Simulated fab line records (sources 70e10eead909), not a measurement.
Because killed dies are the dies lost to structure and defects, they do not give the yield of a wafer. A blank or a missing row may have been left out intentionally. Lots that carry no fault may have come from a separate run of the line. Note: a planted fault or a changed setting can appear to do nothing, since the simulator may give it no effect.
Chamber matching / flow nand_harc / NHARC_P_M0_CMP_23 on cmp-04: 4 sister chambers
The step polishes, t overpolish 20 s, target thk 117.53 nm. 14 wafers are shown with their chamber, then 6 later ones without.

## WAFERS PAIRED WITH THEIR CHAMBERS
wafer=L458.2; chamber=0; motor_current_A (A)=12.8; time_to_endpoint_s (s)=27.0
wafer=L458.3; chamber=2; motor_current_A (A)=11.3; time_to_endpoint_s (s)=30.0
wafer=L458.5; chamber=0; motor_current_A (A)=13.3; time_to_endpoint_s (s)=30.2
wafer=L460.2; chamber=1; motor_current_A (A)=12.4; time_to_endpoint_s (s)=23.6
wafer=L460.5; chamber=1; motor_current_A (A)=12.0; time_to_endpoint_s (s)=26.3
wafer=L460.6; chamber=2; motor_current_A (A)=10.6; time_to_endpoint_s (s)=25.8
wafer=L467.3; chamber=2; motor_current_A (A)=11.2; time_to_endpoint_s (s)=26.4
wafer=L467.4; chamber=1; motor_current_A (A)=12.2; time_to_endpoint_s (s)=27.4
wafer=L467.6; chamber=0; motor_current_A (A)=12.7; time_to_endpoint_s (s)=24.5
wafer=L468.2; chamber=2; motor_current_A (A)=11.9; time_to_endpoint_s (s)=17.7
wafer=L468.4; chamber=0; motor_current_A (A)=13.1; time_to_endpoint_s (s)=24.5
wafer=L474.1; chamber=1; motor_current_A (A)=12.4; time_to_endpoint_s (s)=29.0
wafer=L474.3; chamber=3; motor_current_A (A)=12.1; time_to_endpoint_s (s)=25.4
wafer=L474.4; chamber=2; motor_current_A (A)=11.1; time_to_endpoint_s (s)=28.3

SIGNATURES (averages over the wafers above)
reading=motor_current_A; chamber 0=12.975; chamber 1=12.250; chamber 2=11.220; chamber 3=12.100; scatter within a chamber=0.347
reading=time_to_endpoint_s; chamber 0=26.550; chamber 1=26.575; chamber 2=25.640; chamber 3=25.400; scatter within a chamber=3.57
Rule: a wafer lies at a distance from a chamber equal to the root of the sum of squares, over the readings, of (its reading less the chamber's mean, divided by the reading's scatter). The wafer belongs to the nearest chamber; if the next one is less than 2 further off, it can't be placed. How the scatter is found: for the shown wafers, subtract from each reading the mean of its chamber, square and add these, divide the total by (wafers less chambers), then take the root.

## WAFERS WITHOUT THEIR CHAMBER
wafer=L477.2; motor_current_A (A)=11.0; time_to_endpoint_s (s)=28.5
wafer=L477.5; motor_current_A (A)=12.1; time_to_endpoint_s (s)=26.2
wafer=L477.6; motor_current_A (A)=13.1; time_to_endpoint_s (s)=27.6
wafer=L476.3; motor_current_A (A)=12.4; time_to_endpoint_s (s)=29.3
wafer=L476.4; motor_current_A (A)=12.5; time_to_endpoint_s (s)=26.5
wafer=L476.5; motor_current_A (A)=12.6; time_to_endpoint_s (s)=27.5

## WHICH CHAMBER EACH ONE RAN IN
wafer=L477.2; from the rows above=2; in truth=2
wafer=L477.5; from the rows above=can't be placed: 3 or 1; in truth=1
wafer=L477.6; from the rows above=can't be placed: 0 or 1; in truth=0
wafer=L476.3; from the rows above=can't be placed: 1 or 3 or 0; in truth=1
wafer=L476.4; from the rows above=can't be placed: 1 or 3 or 0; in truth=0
wafer=L476.5; from the rows above=can't be placed: 1 or 0 or 3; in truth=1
Correctly placed: 1 of 6. From these rows, 5 cannot be placed; in 5 the true chamber is one of the candidates. 0 placed wrongly.
